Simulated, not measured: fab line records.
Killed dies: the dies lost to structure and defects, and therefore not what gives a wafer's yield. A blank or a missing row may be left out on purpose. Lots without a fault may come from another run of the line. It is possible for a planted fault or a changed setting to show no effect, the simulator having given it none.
fab line records	flow n5Finfet
record lots=24	wafers=72	lastDay=17
route steps=1938 shown BEOL_M7@1330 BEOL_M8@1371
lots untouched by any fault: they come from a run of this same line in which no faults occurred
startH: hours from the record's first day to the start of the lot's first wafer shown	waitH: hours from the lot's prior step to this one	" as in the row above	L1.1+2: one row covering several wafers at once	- value missing, or start not given	* or withheld: withheld	< > ~ a bound
route shown NAME@n: a module of which the file shows steps, and the number in the route of the first	usual: the fault-free wafers' mean and standard deviation	same: alike in all rows	chamber/n: place in a boat	sites: the reading at each site	_std_site: standard deviation of those values	_edge_site: outer sites' mean less inner sites'	radiusMm: for every site, how far away it sits from the centre of the wafer	mask NAME#n: copy n	behind: the most recent tool/chamber to have shaped the wafer	hold: cause of the lot's hold/its duration in hours/its outcome	device: the n, p or np transistor that did not switch	end of line: the same wafers' tests at the end of the route	a step without rows: its recipe alone	killed: at the first sort, the dies lost to defects and structure; wafer yield is something else	map: shows each die of a wafer: x if killed, . if not, _ if none is there
set.NAME: the run value of the setting; set.NAME@STEP: its run value at that earlier step	model.NAME: the simulator's own value behind a step, which no gauge read
route steps across a sampled set of lots; one table per step, one row per wafer
services: when a tool's chamber went out of use (startH, in hours from the record's first day, below 0 if earlier), for how many hours, and the reason
## steps
# step N5_BEOL_M7_RS_MEAS_57
# recipe thkMeasGauge=four-point-probe	reads=Cu_of_BEOL_M7_ECD_50+Co_of_BEOL_M7_CVD_78+TaN_of_BEOL_M7_ALD_77
# usual M7_RS=0.289/0.011
lot.wafer	tool	chamber	startH	waitH	M7_RS[ohm/sq]
L074.3	filmMetro-01	-	188.62	0.1	0.292
L074.4	"	-	"	"	0.288
L074.5	"	-	"	"	0.283
L075.1	filmMetro-01	-	199.63	0.1	0.299
L075.2	"	-	"	"	0.278
L075.3	"	-	"	"	0.294
L076.2	filmMetro-02	-	208.14	0.1	0.284
L076.3	"	-	"	"	0.278
L076.6	"	-	"	"	0.287
L077.1	filmMetro-01	-	209.36	0.1	0.308
L077.3	"	-	"	"	0.292
L077.6	"	-	"	"	0.295
L078.1	filmMetro-02	-	211.84	0.1	0.293
L078.5	"	-	"	"	0.303
L078.6	"	-	"	"	0.292
L079.3	filmMetro-01	-	217.06	0.1	0.271
L079.4	"	-	"	"	0.299
L079.5	"	-	"	"	0.277
L080.2	filmMetro-01	-	218.98	0.1	0.289
L080.4	"	-	"	"	0.301
L080.6	"	-	"	"	0.305
L081.2	filmMetro-01	-	242.70	0.1	0.300
L081.3	"	-	"	"	0.293
L081.4	"	-	"	"	0.299
L082.2	filmMetro-01	-	249.29	0.1	0.275
L082.3	"	-	"	"	0.287
L082.6	"	-	"	"	0.275
L084.1	filmMetro-01	-	255.03	0.1	0.279
L084.3	"	-	"	"	0.279
L084.6	"	-	"	"	0.278
L085.2	filmMetro-02	-	255.75	0.1	0.295
L085.3	"	-	"	"	0.301
L085.6	"	-	"	"	0.297
L083.1	filmMetro-02	-	259.90	0.1	0.283
L083.4	"	-	"	"	0.304
L083.5	"	-	"	"	0.305
L088.1	filmMetro-01	-	274.32	0.1	0.280
L088.4	"	-	"	"	0.273
L088.5	"	-	"	"	0.288
L086.1	filmMetro-02	-	274.58	0.1	0.281
L086.3	"	-	"	"	0.283
L086.4	"	-	"	"	0.279
L087.1	filmMetro-02	-	276.90	0.1	0.284
L087.2	"	-	"	"	0.304
L087.3	"	-	"	"	0.290
L089.2	filmMetro-01	-	285.52	0.1	0.295
L089.5	"	-	"	"	0.306
L089.6	"	-	"	"	0.295
L090.2	filmMetro-01	-	295.22	0.1	0.302
L090.3	"	-	"	"	0.272
L090.5	"	-	"	"	0.275
L091.1	filmMetro-01	-	301.44	0.1	0.282
L091.3	"	-	"	"	0.278
L091.5	"	-	"	"	0.286
L092.2	filmMetro-02	-	305.12	0.1	0.284
L092.4	"	-	"	"	0.302
L092.5	"	-	"	"	0.302
L094.2	filmMetro-01	-	314.98	0.1	0.287
L094.4	"	-	"	"	0.278
L094.6	"	-	"	"	0.284
L093.3	filmMetro-01	-	315.07	0.1	0.311
L093.5	"	-	"	"	0.309
L093.6	"	-	"	"	0.294
L095.1	filmMetro-02	-	320.75	0.1	0.271
L095.2	"	-	"	"	0.279
L095.4	"	-	"	"	0.282
L097.2	filmMetro-02	-	328.54	0.1	0.276
L097.5	"	-	"	"	0.291
L097.6	"	-	"	"	0.285
L096.1	filmMetro-02	-	328.86	0.1	0.298
L096.5	"	-	"	"	0.302
L096.6	"	-	"	"	0.297
# step N5_BEOL_M8_ETCH_66
# recipe chemistry=N2/H2	target=SOC	targetDepthA=800	overetchA=160	maskMaterial=SiARC	tempC=40	timeS=120	ionEnergyEv=200	pressureMtorr=30	sourceW=840	biasW=150	n2FlowSccm=200	h2FlowSccm=200
# usual drypumpMotorCurrentA=5.59/0.28	n2FlowSccm=200.0/0.58	oesProductAu=0.61/0.058	rfVppV=522.8/2.1	showerheadPlenumPTorr=2.50/0.065	throttleValvePct=17.8/0.34
lot.wafer	tool	chamber	startH	waitH	drypumpMotorCurrentA	n2FlowSccm	oesProductAu	rfHoursCounterH	rfVppV	showerheadPlenumPTorr	throttleValvePct
L074.3	rieDiel-03	0	192.84	0.0	5.07	200.7	0.53	244	526.7	2.62	17.8
L074.4	"	3	"	"	5.89	198.7	0.57	171	521.8	2.53	17.8
L074.5	"	2	"	"	5.72	200.1	0.68	-	526.0	2.56	17.4
L075.1	rieDiel-02	2	202.96	0.0	5.68	198.4	0.54	224	522.5	2.51	18.1
L075.2	"	1	"	"	5.23	200.5	0.57	141	521.1	2.45	18.3
L075.3	"	0	"	"	5.71	200.7	0.56	222	520.6	2.45	18.4
L076.2	rieDiel-02	0	210.96	0.0	5.69	199.8	0.55	225	519.9	2.44	18.4
L076.3	"	3	"	"	5.75	200.4	0.69	22	522.6	2.52	17.9
L076.6	"	3	"	"	5.75	200.2	0.69	-	521.8	2.52	18.0
L077.1	rieDiel-03	2	212.15	0.0	5.70	199.8	0.66	59	525.4	2.56	17.5
L077.3	"	3	"	"	5.93	200.4	0.56	178	523.4	2.52	17.8
L077.6	"	3	"	"	5.95	201.0	0.56	-	523.9	2.52	17.8
L078.1	rieDiel-02	1	215.73	0.0	5.24	199.8	0.57	144	520.4	2.45	18.3
L078.5	"	2	"	"	5.69	200.0	0.53	-	521.9	2.50	18.2
L078.6	"	3	"	"	5.75	198.9	0.68	-	524.1	2.52	18.0
L079.3	rieDiel-02	1	220.57	0.0	5.24	200.5	0.57	146	520.7	2.45	18.3
L079.4	"	2	"	"	5.66	200.2	0.54	231	523.0	2.50	18.1
L079.5	"	3	"	"	5.74	199.7	0.69	-	523.4	2.52	18.0
L080.2	rieDiel-03	2	224.18	0.0	5.71	199.8	0.67	64	525.6	2.56	17.5
L080.4	"	3	"	"	5.91	199.5	0.55	-	522.9	2.52	17.8
L080.6	"	2	"	"	5.70	199.3	0.66	-	525.6	2.56	17.5
L081.2	rieDiel-03	0	246.79	0.0	5.08	200.2	0.72	3	527.0	2.61	17.3
L081.3	"	3	"	"	5.88	200.5	0.56	191	523.4	2.52	17.8
L081.4	"	1	"	"	5.22	200.2	0.60	142	521.9	2.41	17.5
L082.2	rieDiel-03	0	253.40	0.0	5.07	199.9	0.70	6	526.8	2.61	17.3
L082.3	"	3	"	"	5.93	199.8	0.55	194	522.0	2.52	17.8
L082.6	"	0	"	"	5.07	200.5	0.71	-	524.8	2.61	17.3
L084.1	rieDiel-03	0	259.23	0.0	5.11	199.8	0.72	9	525.0	2.61	17.3
L084.3	"	1	"	"	5.23	199.7	0.60	147	521.1	2.41	17.5
L084.6	"	3	"	"	5.89	199.7	0.55	-	522.8	2.52	17.8
L085.2	rieDiel-02	0	261.68	0.0	5.69	199.4	0.54	240	519.4	2.44	18.4
L085.3	"	3	"	"	5.77	200.2	0.66	41	521.3	2.51	18.0
L085.6	"	1	"	"	5.24	201.0	0.56	-	522.3	2.44	18.3
L083.1	rieDiel-06	3	264.04	0.0	5.92	201.6	0.53	243	521.0	2.39	18.0
L083.4	"	2	"	"	5.53	200.2	0.63	98	525.0	2.58	18.0
L083.5	"	0	"	"	6.03	200.9	0.64	-	522.1	2.46	17.5
L086.1	rieDiel-02	1	279.06	0.0	5.23	200.4	0.55	165	522.3	2.44	18.3
L086.3	"	0	"	"	5.70	198.9	0.53	247	520.6	2.43	18.4
L086.4	"	1	"	"	5.24	200.1	0.55	-	520.6	2.44	18.3
L088.1	rieDiel-03	0	279.46	0.0	5.08	200.0	0.69	17	524.4	2.61	17.3
L088.4	"	3	"	"	5.87	198.7	0.54	205	522.3	2.51	17.8
L088.5	"	3	"	"	5.88	198.8	0.55	-	524.8	2.51	17.8
L087.1	rieDiel-02	1	282.06	0.0	5.24	200.0	0.56	167	522.3	2.44	18.3
L087.2	"	0	"	"	5.71	201.0	0.53	249	518.7	2.43	18.4
L087.3	"	3	"	"	5.74	200.1	0.65	49	523.0	2.51	18.0
L089.2	rieDiel-06	2	290.53	0.0	5.56	201.1	0.62	107	525.2	2.58	18.0
L089.5	"	1	"	"	5.41	199.8	0.64	-	524.9	2.58	17.7
L089.6	"	0	"	"	6.07	200.1	0.64	-	520.2	2.46	17.5
L090.2	rieDiel-06	1	301.88	0.0	5.41	200.9	0.64	77	525.5	2.58	17.7
L090.3	"	0	"	"	6.04	200.8	0.63	78	521.4	2.45	17.6
L090.5	"	0	"	"	6.03	200.3	0.63	-	521.3	2.45	17.5
L091.1	rieDiel-02	3	306.67	0.0	5.71	199.9	0.64	61	522.1	2.50	18.0
L091.3	"	1	"	"	5.25	199.8	0.56	176	520.6	2.43	18.3
L091.5	"	3	"	"	5.73	199.9	0.65	-	521.4	2.50	18.0
L092.2	rieDiel-02	2	309.06	0.0	5.66	199.4	0.71	6	521.9	2.49	17.7
L092.4	"	1	"	"	5.21	199.5	0.55	-	521.9	2.43	18.3
L092.5	"	2	"	"	5.66	199.9	0.71	-	521.8	2.49	17.7
L094.2	rieDiel-02	1	318.30	0.0	5.20	201.1	0.54	180	520.2	2.43	18.4
L094.4	"	3	"	"	5.75	200.2	0.64	-	522.5	2.50	18.0
L094.6	"	1	"	"	5.21	199.7	0.55	-	520.6	2.43	18.4
L093.3	rieDiel-03	0	319.40	0.0	5.09	199.6	0.67	29	525.9	2.60	17.4
L093.5	"	3	"	"	5.94	198.7	0.54	-	522.6	2.51	17.8
L093.6	"	0	"	"	5.07	199.5	0.67	-	526.0	2.60	17.4
L095.1	rieDiel-03	0	324.59	0.0	5.08	200.1	0.67	31	525.6	2.60	17.4
L095.2	"	1	"	"	5.22	199.8	0.58	169	521.7	2.40	17.6
L095.4	"	3	"	"	5.89	199.0	0.54	218	523.7	2.51	17.8
L097.2	rieDiel-06	3	333.32	0.0	5.92	200.5	0.72	9	528.8	2.71	17.5
L097.5	"	2	"	"	5.54	199.1	0.61	-	524.4	2.57	18.1
L097.6	"	3	"	"	5.94	200.3	0.70	-	528.6	2.71	17.5
L096.1	rieDiel-03	2	333.37	0.0	5.71	200.5	0.63	98	525.0	2.54	17.5
L096.5	"	1	"	"	5.21	199.0	0.57	-	520.6	2.40	17.6
L096.6	"	2	"	"	5.72	200.0	0.64	-	525.5	2.54	17.5
# step N5_BEOL_M8_STRIP_36
# recipe chemistry=N2/H2	powerW=450	tempC=40	pressureMtorr=20	rfFrequencyHz=6e+07	overashFraction=0.3	biasPowerW=7	h2Frac=0.5	n2FlowSccm=200	h2FlowSccm=200
# usual drypumpMotorCurrentA=5.59/0.28	n2FlowSccm=200.0/0.63	oesProductAu=0.80/0.081	rfVppV=59.0/1.4	showerheadPlenumPTorr=2.50/0.065	throttleValvePct=23.7/0.47
lot.wafer	tool	chamber	startH	waitH	drypumpMotorCurrentA	n2FlowSccm	oesProductAu	rfHoursCounterH	rfVppV	showerheadPlenumPTorr	throttleValvePct
L074.3	rieDiel-03	0	192.99	0.0	5.10	200.8	0.68	244	59.1	2.61	23.5
L074.4	"	3	"	"	5.96	198.9	0.74	171	56.6	2.52	23.5
L074.5	"	2	"	"	5.70	200.3	0.89	-	58.6	2.56	23.2
L075.1	rieDiel-02	2	203.11	0.0	5.70	199.8	0.69	224	59.7	2.50	24.2
L075.2	"	1	"	"	5.25	199.9	0.73	141	59.0	2.44	24.2
L075.3	"	0	"	"	5.70	199.3	0.69	222	57.8	2.44	24.5
L076.2	rieDiel-02	0	211.11	0.0	5.71	199.8	0.70	225	57.6	2.44	24.4
L076.3	"	3	"	"	5.78	199.3	0.92	22	60.4	2.51	24.1
L076.6	"	3	"	"	5.77	199.1	0.92	-	60.9	2.51	24.1
L077.1	rieDiel-03	2	212.30	0.0	5.72	199.3	0.88	59	60.7	2.55	23.2
L077.3	"	3	"	"	5.91	200.4	0.73	178	57.5	2.52	23.6
L077.6	"	3	"	"	5.90	201.0	0.74	-	58.0	2.52	23.6
L078.1	rieDiel-02	1	215.88	0.0	5.22	200.6	0.74	144	58.1	2.44	24.2
L078.5	"	2	"	"	5.69	200.7	0.70	-	58.9	2.50	24.2
L078.6	"	3	"	"	5.74	199.9	0.89	-	60.4	2.51	24.1
L079.3	rieDiel-02	1	220.72	0.0	5.28	201.3	0.74	146	60.4	2.44	24.2
L079.4	"	2	"	"	5.68	200.0	0.70	231	57.8	2.50	24.2
L079.5	"	3	"	"	5.78	199.9	0.90	-	58.8	2.51	24.1
L080.2	rieDiel-03	2	224.33	0.0	5.69	200.3	0.87	65	58.2	2.55	23.3
L080.4	"	3	"	"	5.90	199.1	0.71	-	58.1	2.52	23.6
L080.6	"	2	"	"	5.72	200.4	0.88	-	60.6	2.55	23.2
L081.2	rieDiel-03	0	246.94	0.0	5.09	199.7	0.94	3	58.7	2.61	23.1
L081.3	"	3	"	"	5.91	200.3	0.73	191	57.9	2.51	23.6
L081.4	"	1	"	"	5.24	200.0	0.77	142	56.7	2.41	23.1
L082.2	rieDiel-03	0	253.56	0.0	5.09	199.4	0.94	6	61.5	2.61	23.1
L082.3	"	3	"	"	5.92	200.1	0.73	194	58.0	2.51	23.6
L082.6	"	0	"	"	5.09	199.8	0.93	-	60.6	2.61	23.1
L084.1	rieDiel-03	0	259.38	0.0	5.10	199.5	0.93	9	59.5	2.61	23.1
L084.3	"	1	"	"	5.26	199.0	0.77	147	58.3	2.40	23.2
L084.6	"	3	"	"	5.94	199.6	0.71	-	57.1	2.51	23.6
L085.2	rieDiel-02	0	261.83	0.0	5.71	199.8	0.68	240	58.4	2.43	24.5
L085.3	"	3	"	"	5.76	198.0	0.89	41	59.2	2.50	24.1
L085.6	"	1	"	"	5.22	200.9	0.73	-	60.4	2.44	24.2
L083.1	rieDiel-06	3	264.19	0.0	5.93	200.1	0.68	243	63.0	2.39	23.7
L083.4	"	2	"	"	5.53	199.7	0.82	99	61.5	2.58	24.3
L083.5	"	0	"	"	6.07	199.7	0.83	-	57.7	2.46	23.2
L086.1	rieDiel-02	1	279.21	0.0	5.22	200.3	0.73	165	59.4	2.43	24.2
L086.3	"	0	"	"	5.68	199.0	0.69	247	60.4	2.43	24.5
L086.4	"	1	"	"	5.20	200.2	0.72	-	56.5	2.43	24.2
L088.1	rieDiel-03	0	279.61	0.0	5.09	198.7	0.91	17	58.3	2.60	23.1
L088.4	"	3	"	"	5.92	199.3	0.71	205	58.0	2.51	23.6
L088.5	"	3	"	"	5.91	199.2	0.71	-	60.4	2.51	23.6
L087.1	rieDiel-02	1	282.21	0.0	5.26	200.1	0.73	167	60.1	2.43	24.2
L087.2	"	0	"	"	5.70	200.8	0.67	249	59.3	2.43	24.5
L087.3	"	3	"	"	5.78	199.3	0.86	49	57.5	2.50	24.1
L089.2	rieDiel-06	2	290.69	0.0	5.59	200.7	0.81	107	58.8	2.57	24.3
L089.5	"	1	"	"	5.42	200.0	0.83	-	58.8	2.58	23.5
L089.6	"	0	"	"	6.03	200.0	0.82	-	61.7	2.45	23.3
L090.2	rieDiel-06	1	302.03	0.0	5.41	199.6	0.83	77	59.5	2.58	23.5
L090.3	"	0	"	"	6.03	200.4	0.80	78	57.9	2.45	23.3
L090.5	"	0	"	"	6.02	200.3	0.81	-	58.8	2.45	23.2
L091.1	rieDiel-02	3	306.82	0.0	5.72	199.9	0.85	61	56.9	2.50	24.2
L091.3	"	1	"	"	5.22	200.4	0.72	176	57.7	2.43	24.2
L091.5	"	3	"	"	5.76	200.6	0.85	-	57.4	2.50	24.1
L092.2	rieDiel-02	2	309.21	0.0	5.67	200.4	0.92	6	58.5	2.49	23.8
L092.4	"	1	"	"	5.20	200.0	0.72	-	56.8	2.43	24.2
L092.5	"	2	"	"	5.69	199.9	0.93	-	58.0	2.49	23.8
L094.2	rieDiel-02	1	318.45	0.0	5.17	200.8	0.71	180	58.6	2.43	24.2
L094.4	"	3	"	"	5.75	199.9	0.83	-	56.1	2.49	24.2
L094.6	"	1	"	"	5.19	200.6	0.71	-	59.0	2.43	24.2
L093.3	rieDiel-03	0	319.55	0.0	5.12	200.7	0.88	29	59.4	2.60	23.1
L093.5	"	3	"	"	5.92	200.3	0.72	-	59.4	2.50	23.6
L093.6	"	0	"	"	5.08	200.7	0.88	-	61.1	2.60	23.1
L095.1	rieDiel-03	0	324.74	0.0	5.10	199.7	0.88	31	57.8	2.60	23.1
L095.2	"	1	"	"	5.23	199.8	0.74	169	60.0	2.40	23.2
L095.4	"	3	"	"	5.91	200.5	0.70	218	59.7	2.50	23.6
L097.2	rieDiel-06	3	333.47	0.0	5.94	199.7	0.93	9	58.0	2.70	23.2
L097.5	"	2	"	"	5.54	200.5	0.81	-	59.0	2.56	24.3
L097.6	"	3	"	"	5.94	199.9	0.92	-	60.1	2.70	23.2
L096.1	rieDiel-03	2	333.52	0.0	5.70	200.4	0.84	98	61.7	2.54	23.3
L096.5	"	1	"	"	5.23	200.8	0.74	-	59.3	2.39	23.2
L096.6	"	2	"	"	5.68	200.0	0.84	-	57.2	2.54	23.3
# step N5_BEOL_M8_CMP_52
# recipe stopOn=SiCOH_lowk	tOverpolishS=6.9	downForcePsi=1	platenRpm=50	clearingPlatenDownForcePsi=1.5	clearingPlatenRpm=50	postCmpClean=cuAlkaline	targetThkNm=80	clearingPlatenPadVelocityMS=0.99484	padVelocityMS=0.99484
# usual barrierFieldEndpointS=28.6/1	motorCurrentA=6.2/0.65	overpolishRunS=6.898/0.0097	timeToEndpointS=62/5.1
# same tOverpolishS=6.9
lot.wafer	tool	chamber	startH	waitH	barrierFieldEndpointS	motorCurrentA	overpolishRunS	timeToEndpointS
L074.3	cmp-01	3	196.52	0.2	31.3	6.5	6.897	71
L074.4	"	1	"	"	30.1	7.1	6.901	63
L074.5	"	3	"	"	31.2	6.6	6.902	70
L075.1	cmp-03	3	205.98	0.3	27.9	7.4	6.902	59
L075.3	"	1	"	"	27.2	5.3	6.902	56
L075.2	"	2	"	"	26.2	6.1	6.898	51
L076.2	cmp-04	0	213.91	0.2	29.6	7.0	6.904	67
L076.3	"	1	"	"	28.0	5.1	6.907	59
L076.6	"	3	"	"	29.2	5.8	6.883	64
L077.3	cmp-03	0	214.84	0.3	27.7	5.4	6.891	62
L077.1	"	3	"	"	27.1	7.0	6.905	59
L077.6	"	1	"	"	27.0	5.1	6.892	56
L078.1	cmp-04	3	218.05	0.3	28.0	5.8	6.903	60
L078.6	"	2	"	"	29.1	6.8	6.901	66
L078.5	"	3	"	"	29.3	5.6	6.915	63
L079.4	cmp-04	2	222.53	0.1	30.1	6.6	6.877	66
L079.3	"	1	"	"	29.0	5.1	6.908	58
L079.5	"	3	"	"	28.0	5.7	6.910	59
L080.2	cmp-04	1	228.23	0.2	28.4	4.9	6.898	63
L080.4	"	2	"	"	30.8	6.3	6.874	67
L080.6	"	1	"	"	29.0	5.2	6.922	62
L081.4	cmp-01	2	249.01	0.3	28.7	6.5	6.904	67
L081.2	"	0	"	"	28.7	6.0	6.903	62
L081.3	"	1	"	"	27.6	6.7	6.913	60
L082.2	cmp-03	0	257.65	0.3	27.3	5.4	6.905	57
L082.3	"	1	"	"	27.0	5.5	6.886	54
L082.6	"	2	"	"	27.0	5.8	6.907	52
L084.3	cmp-03	2	263.15	0.2	25.9	5.8	6.887	52
L084.1	"	3	"	"	28.7	7.0	6.893	60
L084.6	"	1	"	"	27.5	5.2	6.910	57
L085.3	cmp-04	1	264.05	0.2	27.9	5.1	6.892	64
L085.2	"	3	"	"	28.4	5.3	6.893	61
L085.6	"	0	"	"	29.5	6.6	6.910	68
L083.1	cmp-01	3	266.48	0.3	29.6	6.4	6.898	70
L083.4	"	0	"	"	29.4	6.2	6.883	66
L083.5	"	0	"	"	28.8	6.2	6.894	62
L086.1	cmp-01	2	283.32	0.3	29.3	6.4	6.911	71
L086.4	"	3	"	"	29.9	6.2	6.885	72
L086.3	"	0	"	"	28.0	6.1	6.898	64
L088.4	cmp-04	2	284.63	0.2	29.6	7.0	6.884	71
L088.1	"	3	"	"	27.8	5.5	6.898	62
L088.5	"	1	"	"	28.9	5.3	6.912	63
L087.2	cmp-03	3	285.76	0.2	28.2	7.3	6.902	63
L087.1	"	0	"	"	28.4	5.5	6.902	65
L087.3	"	2	"	"	26.7	5.7	6.895	57
L089.2	cmp-03	1	294.16	0.3	28.2	5.2	6.900	59
L089.6	"	2	"	"	28.0	6.2	6.905	52
L089.5	"	3	"	"	28.7	7.3	6.908	63
L090.3	cmp-01	1	304.55	0.2	28.7	6.9	6.909	64
L090.2	"	3	"	"	29.8	6.1	6.886	71
L090.5	"	1	"	"	29.2	6.5	6.898	64
L091.1	cmp-03	0	308.92	0.3	28.2	5.6	6.905	62
L091.3	"	2	"	"	26.1	5.9	6.888	54
L091.5	"	3	"	"	28.8	7.3	6.894	64
L092.2	cmp-03	1	312.86	0.2	27.3	5.2	6.902	53
L092.4	"	2	"	"	27.5	5.8	6.897	49
L092.5	"	1	"	"	27.3	5.0	6.882	54
L094.4	cmp-01	2	320.99	0.2	29.1	6.9	6.897	66
L094.2	"	3	"	"	29.1	6.4	6.895	69
L094.6	"	0	"	"	29.3	6.5	6.896	65
L093.3	cmp-03	3	323.34	0.2	28.8	6.6	6.891	64
L093.5	"	1	"	"	27.7	5.7	6.904	59
L093.6	"	2	"	"	27.1	5.8	6.892	54
L095.2	cmp-01	3	327.53	0.2	29.5	6.7	6.899	69
L095.1	"	0	"	"	28.8	6.3	6.882	65
L095.4	"	2	"	"	29.2	6.7	6.909	64
L097.2	cmp-01	2	336.44	0.3	29.9	6.6	6.910	65
L097.6	"	1	"	"	28.6	7.1	6.887	59
L097.5	"	2	"	"	28.9	6.6	6.888	65
L096.1	cmp-04	1	336.57	0.3	29.1	4.8	6.900	60
L096.6	"	1	"	"	29.1	5.5	6.907	60
L096.5	"	2	"	"	29.4	6.6	6.897	67
# step N5_BEOL_M8_RS_MEAS_57
# recipe thkMeasGauge=four-point-probe	reads=Cu_of_BEOL_M8_ECD_50+Co_of_BEOL_M8_CVD_78+TaN_of_BEOL_M8_ALD_77
# usual M8_RS=0.291/0.012
lot.wafer	tool	chamber	startH	waitH	M8_RS[ohm/sq]
L074.3	filmMetro-01	-	196.95	0.1	0.267
L074.4	"	-	"	"	0.299
L074.5	"	-	"	"	0.281
L075.1	filmMetro-02	-	206.53	0.1	0.288
L075.2	"	-	"	"	0.296
L075.3	"	-	"	"	0.309
L076.2	filmMetro-01	-	214.30	0.1	0.305
L076.3	"	-	"	"	0.276
L076.6	"	-	"	"	0.281
L077.1	filmMetro-02	-	215.26	0.1	0.295
L077.3	"	-	"	"	0.307
L077.6	"	-	"	"	0.310
L078.1	filmMetro-02	-	218.44	0.1	0.288
L078.5	"	-	"	"	0.290
L078.6	"	-	"	"	0.271
L079.3	filmMetro-01	-	222.99	0.1	0.290
L079.4	"	-	"	"	0.284
L079.5	"	-	"	"	0.275
L080.2	filmMetro-01	-	228.61	0.1	0.304
L080.4	"	-	"	"	0.306
L080.6	"	-	"	"	0.299
L081.2	filmMetro-01	-	249.43	0.1	0.278
L081.3	"	-	"	"	0.303
L081.4	"	-	"	"	0.286
L082.2	filmMetro-02	-	258.00	0.1	0.283
L082.3	"	-	"	"	0.300
L082.6	"	-	"	"	0.292
L084.1	filmMetro-02	-	263.54	0.1	0.283
L084.3	"	-	"	"	0.303
L084.6	"	-	"	"	0.303
L085.2	filmMetro-02	-	264.47	0.1	0.316
L085.3	"	-	"	"	0.280
L085.6	"	-	"	"	0.276
L083.1	filmMetro-01	-	266.94	0.1	0.276
L083.4	"	-	"	"	0.277
L083.5	"	-	"	"	0.297
L086.1	filmMetro-01	-	283.71	0.1	0.276
L086.3	"	-	"	"	0.307
L086.4	"	-	"	"	0.269
L088.1	filmMetro-02	-	285.10	0.1	0.292
L088.4	"	-	"	"	0.297
L088.5	"	-	"	"	0.310
L087.1	filmMetro-02	-	286.19	0.1	0.296
L087.2	"	-	"	"	0.320
L087.3	"	-	"	"	0.293
L089.2	filmMetro-02	-	294.47	0.1	0.283
L089.5	"	-	"	"	0.284
L089.6	"	-	"	"	0.311
L090.2	filmMetro-01	-	304.98	0.1	0.273
L090.3	"	-	"	"	0.304
L090.5	"	-	"	"	0.306
L091.1	filmMetro-02	-	309.31	0.1	0.287
L091.3	"	-	"	"	0.296
L091.5	"	-	"	"	0.284
L092.2	filmMetro-02	-	313.25	0.1	0.293
L092.4	"	-	"	"	0.305
L092.5	"	-	"	"	0.286
L094.2	filmMetro-01	-	321.34	0.1	0.282
L094.4	"	-	"	"	0.277
L094.6	"	-	"	"	0.283
L093.3	filmMetro-01	-	323.69	0.1	0.274
L093.5	"	-	"	"	0.300
L093.6	"	-	"	"	0.293
L095.1	filmMetro-02	-	327.96	0.1	0.274
L095.2	"	-	"	"	0.283
L095.4	"	-	"	"	0.287
L097.2	filmMetro-02	-	336.83	0.1	0.280
L097.5	"	-	"	"	0.271
L097.6	"	-	"	"	0.292
L096.1	filmMetro-02	-	336.99	0.1	0.299
L096.5	"	-	"	"	0.291
L096.6	"	-	"	"	0.299
# step N5_BEOL_M8_INSPECT_58
# recipe inspectInstrument=darkfield	mode=postDep
# usual rawDefectCount=74/22
lot.wafer	tool	chamber	startH	waitH	rawDefectCount
L074.3	defectInspect-01	-	196.97	0.0	70
L074.4	"	-	"	"	79
L074.5	"	-	"	"	68
L075.1	defectInspect-02	-	206.56	0.0	50
L075.2	"	-	"	"	60
L075.3	"	-	"	"	75
L076.2	defectInspect-01	-	214.32	0.0	64
L076.3	"	-	"	"	93
L076.6	"	-	"	"	93
L077.1	defectInspect-01	-	215.29	0.0	71
L077.3	"	-	"	"	79
L077.6	"	-	"	"	92
L078.1	defectInspect-02	-	218.46	0.0	39
L078.5	"	-	"	"	39
L078.6	"	-	"	"	52
L079.3	defectInspect-01	-	223.01	0.0	50
L079.4	"	-	"	"	61
L079.5	"	-	"	"	69
L080.2	defectInspect-01	-	228.64	0.0	37
L080.4	"	-	"	"	69
L080.6	"	-	"	"	58
L081.2	defectInspect-02	-	249.46	0.0	68
L081.3	"	-	"	"	80
L081.4	"	-	"	"	58
L082.2	defectInspect-02	-	258.03	0.0	122
L082.3	"	-	"	"	110
L082.6	"	-	"	"	88
L084.1	defectInspect-02	-	263.56	0.0	85
L084.3	"	-	"	"	51
L084.6	"	-	"	"	73
L085.2	defectInspect-02	-	264.49	0.0	38
L085.3	"	-	"	"	56
L085.6	"	-	"	"	92
L083.1	defectInspect-02	-	266.96	0.0	61
L083.4	"	-	"	"	100
L083.5	"	-	"	"	115
L086.1	defectInspect-02	-	283.74	0.0	47
L086.3	"	-	"	"	81
L086.4	"	-	"	"	50
L088.1	defectInspect-01	-	285.13	0.0	97
L088.4	"	-	"	"	110
L088.5	"	-	"	"	90
L087.1	defectInspect-01	-	286.21	0.0	72
L087.2	"	-	"	"	64
L087.3	"	-	"	"	59
L089.2	defectInspect-01	-	294.50	0.0	82
L089.5	"	-	"	"	47
L089.6	"	-	"	"	50
L090.2	defectInspect-01	-	305.01	0.0	44
L090.3	"	-	"	"	56
L090.5	"	-	"	"	105
L091.1	defectInspect-01	-	309.34	0.0	124
L091.3	"	-	"	"	75
L091.5	"	-	"	"	142
L092.2	defectInspect-02	-	313.27	0.0	80
L092.4	"	-	"	"	72
L092.5	"	-	"	"	101
L094.2	defectInspect-02	-	321.37	0.0	75
L094.4	"	-	"	"	88
L094.6	"	-	"	"	70
L093.3	defectInspect-02	-	323.72	0.0	56
L093.5	"	-	"	"	59
L093.6	"	-	"	"	84
L095.1	defectInspect-02	-	327.98	0.0	103
L095.2	"	-	"	"	111
L095.4	"	-	"	"	91
L097.2	defectInspect-01	-	336.86	0.0	57
L097.5	"	-	"	"	83
L097.6	"	-	"	"	51
L096.1	defectInspect-01	-	337.02	0.0	36
L096.5	"	-	"	"	68
L096.6	"	-	"	"	62
## services
tool	chamber	startH	hours	kind
rieDiel-06	-	174.34	14.6	pm
cmp-04	-	181.87	3.1	repair
cmp-01	-	186.87	1.3	repair
rieDiel-02	-	198.01	0.6	repair
cmp-03	-	201.25	0.8	repair
rieDiel-02	1	204.08	6.8	repair
cmp-01	-	210.70	7.7	pm
rieDiel-03	0	211.06	-	clean
rieDiel-03	0	211.06	-	consumableReplace:focusRing
rieDiel-03	0	211.06	26.7	scheduledDown
cmp-03	-	219.62	0.4	repair
cmp-01	-	220.48	4.0	pm
rieDiel-02	-	223.96	2.3	repair
rieDiel-03	2	228.06	8.4	repair
rieDiel-06	2	235.93	8.0	repair
cmp-03	-	241.11	14.1	pm
rieDiel-02	0	246.25	4.4	repair
rieDiel-06	3	253.06	2.6	repair
cmp-01	-	272.34	2.0	repair
cmp-04	-	285.28	2.5	repair
cmp-01	-	307.40	6.7	repair
rieDiel-03	-	308.90	0.2	repair
cmp-03	-	316.07	4.0	pm
rieDiel-06	3	322.17	1.7	repair
## key
fault none
